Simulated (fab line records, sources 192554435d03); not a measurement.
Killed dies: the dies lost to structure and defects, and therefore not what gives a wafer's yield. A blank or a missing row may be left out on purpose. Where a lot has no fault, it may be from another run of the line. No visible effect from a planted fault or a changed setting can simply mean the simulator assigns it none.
Matching of chambers | flow n5Finfet | aldSin-02 running N5_GATE_CUT_SAC_CAP_01: 4 sister chambers
The step material SiNx, target thk 24 nm, pulse time 1 s, ald cycles 480. 24 wafers are shown with their chamber, then 12 later ones without.

== EACH WAFER AND ITS CHAMBER ==
wafer  | chamber | heaterPowerOuterW (W) | heaterPowerW (W) | precursorPulseHeightRel
L074.2 | 1       | 504                   | 832              | 1.019
L074.3 | 2       | 551                   | 875              | 1.017
L074.4 | 3       | 578                   | 938              | 0.983
L077.2 | 3       | 568                   | 908              | 0.980
L077.5 | 2       | 526                   | 844              | 1.009
L077.6 | 3       | 577                   | 910              | 1.009
L080.1 | 2       | 545                   | 846              | 0.991
L080.4 | 3       | 557                   | 921              | 1.012
L080.5 | 2       | 536                   | 841              | 0.976
L081.2 | 1       | 510                   | 866              | 0.965
L081.4 | 2       | 539                   | 835              | 0.969
L081.6 | 0       | 470                   | 813              | 1.034
L083.4 | 0       | 478                   | 781              | 0.966
L083.5 | 3       | 566                   | 924              | 1.029
L083.6 | 0       | 476                   | 809              | 0.992
L084.3 | 1       | 501                   | 848              | 0.972
L084.4 | 0       | 476                   | 821              | 1.036
L084.5 | 0       | 485                   | 790              | 1.008
L086.1 | 3       | 552                   | 906              | 1.002
L086.2 | 1       | 486                   | 871              | 0.992
L086.4 | 2       | 549                   | 844              | 1.003
L090.1 | 2       | 551                   | 860              | 0.969
L090.4 | 1       | 516                   | 845              | 1.000
L090.6 | 3       | 558                   | 932              | 1.043

SIGNATURES (averages over the wafers above)
reading                 | chamber 0 | chamber 1 | chamber 2 | chamber 3 | scatter within a chamber
heaterPowerOuterW       | 477.00    | 503.40    | 542.43    | 565.14    | 9.36
heaterPowerW            | 802.80    | 852.40    | 849.29    | 919.86    | 14.4
precursorPulseHeightRel | 1.00720   | 0.98960   | 0.99057   | 1.00829   | 0.0233
Rule: for a wafer and a chamber, the distance is found by dividing, reading by reading, the gap between the wafer's reading and the chamber's mean by the reading's scatter, squaring, summing and taking the root. If the next closest chamber is less than 2 further off than the closest, the wafer can't be placed; otherwise it belongs to the closest. The scatter: the root of (the sum of the squares of (reading less its chamber's mean) over the shown wafers, divided by (wafers less chambers)).

== WAFERS MISSING THEIR CHAMBER ==
wafer  | heaterPowerOuterW (W) | heaterPowerW (W) | precursorPulseHeightRel
L091.1 | 542                   | 928              | 1.001
L091.3 | 524                   | 844              | 1.020
L091.4 | 554                   | 851              | 0.959
L093.1 | 544                   | 914              | 1.022
L093.5 | 527                   | 867              | 1.025
L093.6 | 516                   | 841              | 1.012
L094.2 | 474                   | 826              | 0.999
L094.3 | 547                   | 852              | 0.978
L094.5 | 562                   | 891              | 1.013
L095.1 | 480                   | 808              | 1.053
L095.2 | 506                   | 842              | 1.021
L095.4 | 535                   | 848              | 1.006

== CHAMBER TAKEN BY EACH ==
wafer  | from the rows above     | in truth
L091.1 | 3                       | 3
L091.3 | can't be placed: 2 or 1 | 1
L091.4 | 2                       | 2
L093.1 | 3                       | 3
L093.5 | can't be placed: 2 or 1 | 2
L093.6 | can't be placed: 1 or 2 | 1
L094.2 | can't be placed: 0 or 1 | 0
L094.3 | 2                       | 2
L094.5 | can't be placed: 3 or 2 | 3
L095.1 | 0                       | 0
L095.2 | 1                       | 1
L095.4 | 2                       | 2
Correct placement for 7 of the 12. Unplaceable from these rows: 5, with the true chamber sitting among the candidates in 5. Wrongly placed: 0.
